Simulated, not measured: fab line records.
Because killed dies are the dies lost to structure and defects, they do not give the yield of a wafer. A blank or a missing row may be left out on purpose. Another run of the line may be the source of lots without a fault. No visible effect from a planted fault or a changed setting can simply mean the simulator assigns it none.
Matching of chambers || flow n5-finfet || N5_BEOL_M4_ALD_84 on ald-metal-01: 4 sister chambers
The step deposits TaN, pulse time 2 s, purge time 3 s, co reactant purge time 2 s. 16 wafers are shown with their chamber, then 8 later ones without.

WAFERS, EACH WITH ITS CHAMBER
{"wafer": "L074.2", "chamber": 1, "heater-power-outer-w (W)": 240, "heater-power-w (W)": 420, "susceptor-temp-C (C)": 274.83}
{"wafer": "L074.4", "chamber": 0, "heater-power-outer-w (W)": 243, "heater-power-w (W)": 423, "susceptor-temp-C (C)": 274.89}
{"wafer": "L074.5", "chamber": 2, "heater-power-outer-w (W)": 223, "heater-power-w (W)": 386, "susceptor-temp-C (C)": 274.99}
{"wafer": "L077.2", "chamber": 2, "heater-power-outer-w (W)": 213, "heater-power-w (W)": 398, "susceptor-temp-C (C)": 274.93}
{"wafer": "L077.3", "chamber": 3, "heater-power-outer-w (W)": 223, "heater-power-w (W)": 411, "susceptor-temp-C (C)": 274.97}
{"wafer": "L077.6", "chamber": 2, "heater-power-outer-w (W)": 214, "heater-power-w (W)": 391, "susceptor-temp-C (C)": 275.01}
{"wafer": "L080.2", "chamber": 0, "heater-power-outer-w (W)": 241, "heater-power-w (W)": 423, "susceptor-temp-C (C)": 275.31}
{"wafer": "L080.3", "chamber": 3, "heater-power-outer-w (W)": 227, "heater-power-w (W)": 424, "susceptor-temp-C (C)": 274.97}
{"wafer": "L080.6", "chamber": 0, "heater-power-outer-w (W)": 242, "heater-power-w (W)": 430, "susceptor-temp-C (C)": 275.10}
{"wafer": "L083.1", "chamber": 0, "heater-power-outer-w (W)": 247, "heater-power-w (W)": 419, "susceptor-temp-C (C)": 275.14}
{"wafer": "L083.3", "chamber": 3, "heater-power-outer-w (W)": 221, "heater-power-w (W)": 426, "susceptor-temp-C (C)": 274.93}
{"wafer": "L083.6", "chamber": 2, "heater-power-outer-w (W)": 216, "heater-power-w (W)": 402, "susceptor-temp-C (C)": 274.95}
{"wafer": "L085.4", "chamber": 3, "heater-power-outer-w (W)": 230, "heater-power-w (W)": 429, "susceptor-temp-C (C)": 275.02}
{"wafer": "L085.5", "chamber": 3, "heater-power-outer-w (W)": 227, "heater-power-w (W)": 429, "susceptor-temp-C (C)": 275.30}
{"wafer": "L085.6", "chamber": 0, "heater-power-outer-w (W)": 245, "heater-power-w (W)": 423, "susceptor-temp-C (C)": 274.66}
{"wafer": "L088.1", "chamber": 0, "heater-power-outer-w (W)": 251, "heater-power-w (W)": 423, "susceptor-temp-C (C)": 275.14}

SIGNATURES (means of the wafers above)
{"reading": "heater-power-outer-w", "chamber 0": 244.83, "chamber 1": 240.00, "chamber 2": 216.50, "chamber 3": 225.60, "scatter within a chamber": 3.88}
{"reading": "heater-power-w", "chamber 0": 423.50, "chamber 1": 420.00, "chamber 2": 394.25, "chamber 3": 423.80, "scatter within a chamber": 6.05}
{"reading": "susceptor-temp-C", "chamber 0": 275.0400, "chamber 1": 274.8300, "chamber 2": 274.9700, "chamber 3": 275.0380, "scatter within a chamber": 0.173}
Rule: a wafer lies at a distance from a chamber equal to the root of the sum of squares, over the readings, of (its reading less the chamber's mean, divided by the reading's scatter). If the next closest chamber is less than 2 further off than the closest, the wafer can't be placed; otherwise it belongs to the closest. The scatter is the square root of a quotient: the sum, over the shown wafers, of each reading's squared deviation from its chamber's mean, divided by wafers minus chambers.

WAFERS WITHOUT THEIR CHAMBER
{"wafer": "L088.2", "heater-power-outer-w (W)": 228, "heater-power-w (W)": 432, "susceptor-temp-C (C)": 275.24}
{"wafer": "L088.6", "heater-power-outer-w (W)": 228, "heater-power-w (W)": 422, "susceptor-temp-C (C)": 274.88}
{"wafer": "L086.1", "heater-power-outer-w (W)": 248, "heater-power-w (W)": 416, "susceptor-temp-C (C)": 275.05}
{"wafer": "L086.3", "heater-power-outer-w (W)": 219, "heater-power-w (W)": 420, "susceptor-temp-C (C)": 275.04}
{"wafer": "L086.4", "heater-power-outer-w (W)": 237, "heater-power-w (W)": 417, "susceptor-temp-C (C)": 275.21}
{"wafer": "L090.3", "heater-power-outer-w (W)": 212, "heater-power-w (W)": 409, "susceptor-temp-C (C)": 275.41}
{"wafer": "L090.4", "heater-power-outer-w (W)": 229, "heater-power-w (W)": 431, "susceptor-temp-C (C)": 274.98}
{"wafer": "L090.6", "heater-power-outer-w (W)": 215, "heater-power-w (W)": 395, "susceptor-temp-C (C)": 274.94}

WHICH CHAMBER EACH WENT THROUGH
{"wafer": "L088.2", "from the rows above": 3, "in truth": 3}
{"wafer": "L088.6", "from the rows above": "can't be placed: 3 or 1", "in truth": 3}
{"wafer": "L086.1", "from the rows above": "can't be placed: 0 or 1", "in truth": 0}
{"wafer": "L086.3", "from the rows above": 3, "in truth": 3}
{"wafer": "L086.4", "from the rows above": "can't be placed: 1 or 0 or 3", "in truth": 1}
{"wafer": "L090.3", "from the rows above": "can't be placed: 2 or 3", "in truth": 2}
{"wafer": "L090.4", "from the rows above": "can't be placed: 3 or 1", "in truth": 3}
{"wafer": "L090.6", "from the rows above": 2, "in truth": 2}
3 of 8 placed correctly. Can't be placed from these rows: 5 (the true chamber is among the candidates in 5). Number placed wrongly: 0.
